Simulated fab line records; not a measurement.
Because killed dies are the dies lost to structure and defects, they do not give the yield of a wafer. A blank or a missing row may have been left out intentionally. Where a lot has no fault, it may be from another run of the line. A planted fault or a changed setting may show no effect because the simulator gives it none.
What tool caused it?	flow n5 finfet	Sampling: 24 lots, 72 wafers, 6 of 1938 route steps

WHAT THE GAUGES SHOWED, per wafer
Not one reading of a measure or inspect step in the record can be checked against a usual standard deviation.

EACH LOT AND THE TOOL THAT RAN IT (in order: tool; ch and the chambers of the sampled wafers; start)
lot	N5_BEOL_M2_STRIP_36	N5_BEOL_M2_DEGAS_44	N5_BEOL_M2_SURFACE_TREAT_85	N5_BEOL_M2_SPUTTER_90	N5_BEOL_M2_ANNEAL_51	N5_BEOL_M2_CO_CAP_55
L074	rie diel-02 ch 1,2,3, day 6 14:11	pvd sputter-03, day 6 14:40	pvd sputter-01, day 6 15:04	pvd sputter-03, day 6 16:38	rtp anneal-02 ch 0, day 6 17:32	cvd co-01 ch 0,1,2, day 6 18:10
L075	rie diel-04 ch 0,3, day 7 01:59	pvd sputter-02, day 7 02:28	pvd sputter-01, day 7 02:47	pvd sputter-02, day 7 04:21	rtp anneal-01 ch 0, day 7 05:12	cvd co-02 ch 0,1,2, day 7 05:53
L077	rie diel-02 ch 0,3, day 7 05:32	pvd sputter-02, day 7 06:04	pvd sputter-02, day 7 06:31	pvd sputter-03, day 7 07:58	rtp anneal-02 ch 0, day 7 08:52	cvd co-01 ch 0,2, day 7 09:29
L076	rie diel-02 ch 1,2, day 7 08:42	pvd sputter-01, day 7 09:12	pvd sputter-01, day 7 09:40	pvd sputter-03, day 7 11:11	rtp anneal-01 ch 0, day 7 12:05	cvd co-01 ch 0,2, day 7 12:43
L078	rie diel-03 ch 1,3, day 7 22:02	pvd sputter-03, day 7 22:59	pvd sputter-03, day 8 01:14	pvd sputter-03, day 8 02:40	rtp anneal-02 ch 0, day 8 03:34	cvd co-01 ch 1,2, day 8 04:13
L079	rie diel-03 ch 1,3, day 8 02:53	pvd sputter-01, day 8 03:25	pvd sputter-03, day 8 03:53	pvd sputter-01, day 8 05:22	rtp anneal-02 ch 0, day 8 06:19	cvd co-01 ch 0,1,2, day 8 06:57
L081	rie diel-04 ch 2,3, day 8 17:53	pvd sputter-01, day 8 18:25	pvd sputter-03, day 8 18:46	pvd sputter-02, day 8 20:26	rtp anneal-02 ch 0, day 8 21:23	cvd co-02 ch 1,2, day 8 21:58
L082	rie diel-02 ch 0,2,3, day 9 00:37	pvd sputter-02, day 9 01:07	pvd sputter-01, day 9 01:26	pvd sputter-01, day 9 02:46	rtp anneal-01 ch 0, day 9 03:41	cvd co-02 ch 0,1,2, day 9 04:27
L080	rie diel-03 ch 0,3, day 9 00:41	pvd sputter-02, day 9 01:12	pvd sputter-02, day 9 01:32	pvd sputter-02, day 9 02:53	rtp anneal-02 ch 0, day 9 04:05	cvd co-02 ch 0,1,2, day 9 04:43
L083	rie diel-04 ch 1,2,3, day 9 06:22	pvd sputter-01, day 9 07:13	pvd sputter-02, day 9 07:43	pvd sputter-02, day 9 09:16	rtp anneal-01 ch 0, day 9 10:07	cvd co-02 ch 1,2, day 9 10:58
L084	rie diel-04 ch 2,3, day 9 09:26	pvd sputter-03, day 9 10:09	pvd sputter-01, day 9 10:35	pvd sputter-03, day 9 12:10	rtp anneal-01 ch 0, day 9 13:12	cvd co-02 ch 1,2, day 9 13:47
L085	rie diel-04 ch 1,2,3, day 9 09:48	pvd sputter-03, day 9 10:27	pvd sputter-02, day 9 10:50	pvd sputter-01, day 9 13:43	rtp anneal-01 ch 0, day 9 14:37	cvd co-01 ch 0,2, day 9 15:15
L086	rie diel-02 ch 0,2,3, day 9 15:26	pvd sputter-03, day 9 16:11	pvd sputter-03, day 9 16:37	pvd sputter-02, day 9 17:58	rtp anneal-02 ch 0, day 9 18:50	cvd co-02 ch 0,1, day 9 19:30
L087	rie diel-03 ch 0,1,2, day 9 22:20	pvd sputter-02, day 9 22:50	pvd sputter-01, day 9 23:13	pvd sputter-03, day 10 00:44	rtp anneal-01 ch 0, day 10 01:40	cvd co-01 ch 0,2, day 10 02:19
L088	rie diel-02 ch 0,1,3, day 10 02:23	pvd sputter-02, day 10 03:13	pvd sputter-01, day 10 03:35	pvd sputter-01, day 10 04:58	rtp anneal-02 ch 0, day 10 05:52	cvd co-02 ch 1,2, day 10 06:30
L089	rie diel-03 ch 1,2,3, day 10 09:26	pvd sputter-01, day 10 09:57	pvd sputter-01, day 10 10:33	pvd sputter-02, day 10 11:52	rtp anneal-02 ch 0, day 10 12:44	cvd co-02 ch 0,1,2, day 10 13:27
L090	rie diel-03 ch 0,2,3, day 10 19:45	pvd sputter-03, day 10 20:34	pvd sputter-02, day 10 21:01	pvd sputter-01, day 10 23:17	rtp anneal-02 ch 0, day 11 00:09	cvd co-02 ch 0,1,2, day 11 00:49
L092	rie diel-02 ch 0,1,2, day 11 03:12	pvd sputter-01, day 11 03:39	pvd sputter-01, day 11 04:13	pvd sputter-01, day 11 05:35	rtp anneal-02 ch 0, day 11 06:43	cvd co-01 ch 0,1,2, day 11 07:25
L091	rie diel-02 ch 0,3, day 11 11:43	pvd sputter-02, day 11 12:19	pvd sputter-01, day 11 12:49	pvd sputter-03, day 11 14:35	rtp anneal-01 ch 0, day 11 15:26	cvd co-01 ch 0,1, day 11 16:07
L093	rie diel-03 ch 1,3, day 11 11:46	pvd sputter-02, day 11 12:23	pvd sputter-03, day 11 12:50	pvd sputter-02, day 11 16:05	rtp anneal-01 ch 0, day 11 16:56	cvd co-01 ch 0,2, day 11 17:37
L094	rie diel-04 ch 1,3, day 11 22:31	pvd sputter-02, day 11 22:58	pvd sputter-02, day 11 23:29	pvd sputter-01, day 12 00:54	rtp anneal-01 ch 0, day 12 01:52	cvd co-02 ch 1,2, day 12 02:26
L095	rie diel-02 ch 1,2,3, day 12 08:53	pvd sputter-01, day 12 09:46	pvd sputter-03, day 12 10:22	pvd sputter-03, day 12 14:53	rtp anneal-02 ch 0, day 12 15:50	cvd co-01 ch 1,2, day 12 16:27
L096	rie diel-02 ch 1,2, day 12 14:30	pvd sputter-02, day 12 15:19	pvd sputter-02, day 12 15:39	pvd sputter-03, day 12 16:59	rtp anneal-02 ch 0, day 12 17:50	cvd co-01 ch 0,1,2, day 12 18:39
L097	rie diel-03 ch 0,1,2, day 12 23:53	pvd sputter-03, day 13 00:43	pvd sputter-02, day 13 01:02	pvd sputter-02, day 13 02:22	rtp anneal-02 ch 0, day 13 03:14	cvd co-02 ch 1,2, day 13 03:54
- N5_BEOL_M2_STRIP_36: strips in N2/H2.
- N5_BEOL_M2_DEGAS_44: time 60 s.
- N5_BEOL_M2_SURFACE_TREAT_85
- N5_BEOL_M2_SPUTTER_90: material Cu, target thk 4.5 nm, time 8.29 s.
- N5_BEOL_M2_ANNEAL_51: time 90 s.
- N5_BEOL_M2_CO_CAP_55: material Co, precursor CCTBA/H2, target thk 2 nm, time 102.1 s.

WHAT THE TOOLS THEMSELVES READ (means of the sampled wafers that have a number; where no wafer has one, the mark that the record gives instead)
N5_BEOL_M2_STRIP_36. Usual: drypump motor current A 5.6 A, standard deviation 0.49; oes product au 0.81 a.u., standard deviation 0.095; rf vpp V 59.2 V, standard deviation 1.3; showerhead plenum p Torr 2.52 Torr, standard deviation 0.087; temp c 40.00 C, standard deviation 0.12; throttle valve pct 23.5 %, standard deviation 0.37.
lot	tool	drypump motor current A (A)	oes product au (a.u.)	rf vpp V (V)	showerhead plenum p Torr (Torr)	temp c (C)	throttle valve pct (%)	flag
L074	rie diel-02	5.6	0.85	59.3	2.56	40.04	23.3	
L075	rie diel-04	5.4	0.69	59.7	2.52	40.00	24.0	
L077	rie diel-02	5.2	0.87	61.0	2.59	39.93	23.4	
L076	rie diel-02	5.6	0.80	60.0	2.49	40.05	23.4	
L078	rie diel-03	5.3	0.80	58.7	2.53	40.02	23.3	
L079	rie diel-03	5.2	0.79	59.2	2.53	39.91	23.3	
L081	rie diel-04	5.8	0.95	59.2	2.49	40.25	23.2	
L082	rie diel-02	5.2	0.81	58.5	2.52	40.00	23.6	
L080	rie diel-03	5.8	0.84	59.0	2.55	39.93	23.8	
L083	rie diel-04	5.8	0.86	59.6	2.53	39.89	23.5	
L084	rie diel-04	5.5	0.93	58.9	2.49	39.91	23.3	
L085	rie diel-04	5.8	0.86	59.8	2.53	39.96	23.5	
L086	rie diel-02	5.2	0.82	58.1	2.52	39.92	23.6	
L087	rie diel-03	5.8	0.78	58.3	2.48	40.11	23.6	
L088	rie diel-02	5.6	0.85	58.0	2.52	40.06	23.3	
L089	rie diel-03	5.5	0.74	59.3	2.53	40.11	23.6	
L090	rie diel-03	5.7	0.76	59.1	2.54	40.02	23.8	
L092	rie diel-02	5.6	0.81	58.5	2.45	39.96	23.5	
L091	rie diel-02	5.2	0.81	58.4	2.58	39.93	23.4	
L093	rie diel-03	5.2	0.74	59.1	2.58	39.97	23.5	
L094	rie diel-04	6.1	0.76	58.9	2.56	40.14	23.8	
L095	rie diel-02	5.6	0.86	59.9	2.54	39.92	23.3	
L096	rie diel-02	5.6	0.84	58.9	2.47	39.91	23.4	
L097	rie diel-03	5.8	0.85	60.3	2.47	39.98	23.5	

N5_BEOL_M2_DEGAS_44. Usual: heater power w reads 331 W (standard deviation 44).
lot	tool	heater power w (W)	flag
L074	pvd sputter-03	355	
L075	pvd sputter-02	303	
L077	pvd sputter-02	340	
L076	pvd sputter-01	284	
L078	pvd sputter-03	334	
L079	pvd sputter-01	290	
L081	pvd sputter-01	300	
L082	pvd sputter-02	335	
L080	pvd sputter-02	331	
L083	pvd sputter-01	304	
L084	pvd sputter-03	305	
L085	pvd sputter-03	336	
L086	pvd sputter-03	355	
L087	pvd sputter-02	341	
L088	pvd sputter-02	335	
L089	pvd sputter-01	293	
L090	pvd sputter-03	355	
L092	pvd sputter-01	291	
L091	pvd sputter-02	328	
L093	pvd sputter-02	331	
L094	pvd sputter-02	336	
L095	pvd sputter-01	293	
L096	pvd sputter-02	363	
L097	pvd sputter-03	352	

N5_BEOL_M2_SPUTTER_90. Usual: chuck gas flow sccm 1.27 sccm, standard deviation 0.052; throttle valve pct 30.3 %, standard deviation 0.98.
lot	tool	chuck gas flow sccm (sccm)	throttle valve pct (%)	flag
L074	pvd sputter-03	1.21	30.0	
L075	pvd sputter-02	1.25	30.7	
L077	pvd sputter-03	1.30	29.6	
L076	pvd sputter-03	1.25	31.0	
L078	pvd sputter-03	1.23	31.0	
L079	pvd sputter-01	1.28	29.4	
L081	pvd sputter-02	1.23	31.4	
L082	pvd sputter-01	1.24	30.3	
L080	pvd sputter-02	1.29	30.3	
L083	pvd sputter-02	1.28	30.9	
L084	pvd sputter-03	1.26	30.3	
L085	pvd sputter-01	1.27	30.9	
L086	pvd sputter-02	1.30	30.8	
L087	pvd sputter-03	1.31	30.4	
L088	pvd sputter-01	1.24	30.0	
L089	pvd sputter-02	1.23	30.2	
L090	pvd sputter-01	1.26	29.9	
L092	pvd sputter-01	1.23	30.0	
L091	pvd sputter-03	1.32	30.0	
L093	pvd sputter-02	1.21	30.0	
L094	pvd sputter-01	1.24	29.8	
L095	pvd sputter-03	1.24	29.9	
L096	pvd sputter-03	1.27	29.8	
L097	pvd sputter-02	1.26	30.6	

N5_BEOL_M2_ANNEAL_51. Usual: wafer_temp_C_max reads 225.76 (standard deviation 0.22).
lot	tool	wafer_temp_C_max	flag
L074	rtp anneal-02	225.89	
L075	rtp anneal-01	225.86	
L077	rtp anneal-02	225.70	
L076	rtp anneal-01	225.80	
L078	rtp anneal-02	225.93	
L079	rtp anneal-02	225.72	
L081	rtp anneal-02	225.76	
L082	rtp anneal-01	225.45	
L080	rtp anneal-02	225.88	
L083	rtp anneal-01	225.51	
L084	rtp anneal-01	225.83	
L085	rtp anneal-01	225.64	
L086	rtp anneal-02	225.86	
L087	rtp anneal-01	225.78	
L088	rtp anneal-02	225.83	
L089	rtp anneal-02	225.78	
L090	rtp anneal-02	225.98	
L092	rtp anneal-02	225.80	
L091	rtp anneal-01	225.54	
L093	rtp anneal-01	225.89	
L094	rtp anneal-01	225.79	
L095	rtp anneal-02	225.55	
L096	rtp anneal-02	225.93	
L097	rtp anneal-02	225.90	

N5_BEOL_M2_CO_CAP_55. Usual: heater power w reads 235 W (standard deviation 26).
lot	tool	heater power w (W)	flag
L074	cvd co-01	236	
L075	cvd co-02	235	
L077	cvd co-01	233	
L076	cvd co-01	233	
L078	cvd co-01	234	
L079	cvd co-01	228	
L081	cvd co-02	260	
L082	cvd co-02	240	
L080	cvd co-02	236	
L083	cvd co-02	231	
L084	cvd co-02	264	
L085	cvd co-01	234	
L086	cvd co-02	259	
L087	cvd co-01	234	
L088	cvd co-02	238	
L089	cvd co-02	235	
L090	cvd co-02	238	
L092	cvd co-01	232	
L091	cvd co-01	230	
L093	cvd co-01	231	
L094	cvd co-02	265	
L095	cvd co-01	236	
L096	cvd co-01	233	
L097	cvd co-02	236	

THE ANSWER, worked out from the rows above alone
Rule: a lot counts as off when the mean over its wafers that have a number is more than 3 standard deviations away from the usual mean. A lot without any number at a reading at which 4 lots or more have one is off too. The other lots that the step has rows for count as sound. After the gauges, taken in route order, come the tools' own readings; for these a lot's mean is taken, as printed above. At the first step where some lot is off, the reading lying furthest off is the one used; lots without a number count as furthest.
Across all readings shown, no lot is off: no conclusion can be drawn from this.

WHAT THE SIMULATOR HAD PUT IN
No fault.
